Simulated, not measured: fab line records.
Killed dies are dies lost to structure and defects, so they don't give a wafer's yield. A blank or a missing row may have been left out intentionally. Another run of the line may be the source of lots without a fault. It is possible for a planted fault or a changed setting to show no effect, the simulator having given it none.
Comparing a struck lot with a sound one || flow nand harc || 14 steps out of a route of 1302
Sound: these wafers, L589.4, L589.5, L589.6. The struck wafers were L578.2, L578.4, L578.6. At the end, the cause is stated.
Each step with rows lists, per side, the tool, then ch with its chambers, then its first start. Under that, the readings that differ: sound wafers || struck wafers || difference of the means || sigmas: that difference in standard deviations of wafers without a fault.
alike: a reading whose means differ by less than 2 such deviations, as well as words and numbers matching on both sides. not compared: withheld readings; readings where some wafer has no value; bounds like >300 that might hide an equal value; numbers whose values overlap and for which the record gives no deviation.
The two part at a step that has a row with sigmas, a row that says differs or no value, or rows on one side only. Non-overlapping numbers with no deviation appear without sigmas and do not part them. A reading missing from all wafers of one side parts the sides only when that side holds two or more wafers.

first, 1 step without rows for these wafers: NHARC_A_BLC_DESCUM_15 (chemistry O2, time 3 s).
NHARC_A_BLC_ETCH_16: etches the open film in CF4, target depth 39 nm, time 65 s.
  sound on rie diel-09 ch 2,3, day 28 00:17; struck on rie diel-07 ch 0,1,2, day 23 15:04
{"reading": "showerhead plenum p Torr (Torr)", "sound": "1.87 1.77 1.87", "struck": "1.73 1.65 1.77", "difference": -0.12, "sigmas": -2}
  alike: drypump motor current A, oes product au, rf vpp V, throttle valve pct
  not compared: rf hours counter h
then, 1 step without rows for these wafers: NHARC_A_BLC_ETCH_17 (etches the open film in N2/H2, target depth 390 nm, time 609.38 s).
NHARC_A_BLC_ETCH_18: etches the open film in C4F8/O2/Ar, target depth 910 nm.
  sound on rie diel-09 ch 0,2,3; struck on rie diel-07 ch 1,2
  alike: oes product au, rf vpp V
  not compared: rf hours counter h
NHARC_A_BLC_CD_MEAS_19:
  struck on cd sem-03, day 23 15:56; sound on cd sem-03, day 28 01:11
  alike: cd nm
then, 1 step without rows for these wafers: NHARC_A_BLC_STRIP_29 (strips in CF4).
NHARC_A_BLC_STRIP_21: strips in O2.
  sound on rie diel-02 ch 1,2,3, day 28 01:23; struck on rie diel-07 ch 0,2, day 23 16:07
  alike: drypump motor current A, oes product au, rf vpp V, showerhead plenum p Torr, throttle valve pct
  not compared: rf hours counter h
then, 1 step without rows for these wafers: NHARC_A_BLC_STRIP_22 (strips in post etch residue remover, time 600 s).
NHARC_A_BLC_DEGAS_30: time 60 s.
  struck on pvd sputter-01, day 23 16:34; sound on pvd sputter-01, day 28 01:46
  alike: heater power w
then, 1 step without rows for these wafers: NHARC_A_BLC_PRE_CLEAN_31 (time 15 s).
NHARC_A_BLC_PVD_32: deposits Ti, target thk 5 nm, time 17.7 s.
  sound on pvd sputter-01; struck on pvd sputter-01
  alike: cathode dc power W, throttle valve pct
then, 1 step without rows for these wafers: NHARC_A_BLC_ALD_23 (deposits TiN, target thk 3 nm, pulse time 1 s, ald cycles 150).
NHARC_A_BLC_CVD_24: deposits W, target thk 150 nm, time 434 s.
  sound on cvd w-01 ch 0,1, day 28 02:22; struck on cvd w-02 ch 0,1, day 23 17:44
{"reading": "heater power w (W)", "sound": "575 576 574", "struck": "441 498 443", "difference": -114, "sigmas": -2}
  alike: heater power outer w, mfc wf6 sccm, throttle valve pct
NHARC_A_BLC_CMP_25: polishes, t overpolish 30 s, target thk 150 nm.
  sound on cmp-04 ch 0,3, day 28 02:44; struck on cmp-04 ch 1,2,3, day 23 18:18
{"reading": "time to endpoint s (s)", "sound": "32.9 25.6 27.7", "struck": "60.1 61.5 57.5", "difference": "+31.0", "sigmas": "+12"}
  alike: motor current A, overpolish run s

WHERE THEY PART
Last at NHARC_A_BLC_CMP_25 as far as this record goes, first at NHARC_A_BLC_ETCH_16.

WHY: the cause the simulator had injected
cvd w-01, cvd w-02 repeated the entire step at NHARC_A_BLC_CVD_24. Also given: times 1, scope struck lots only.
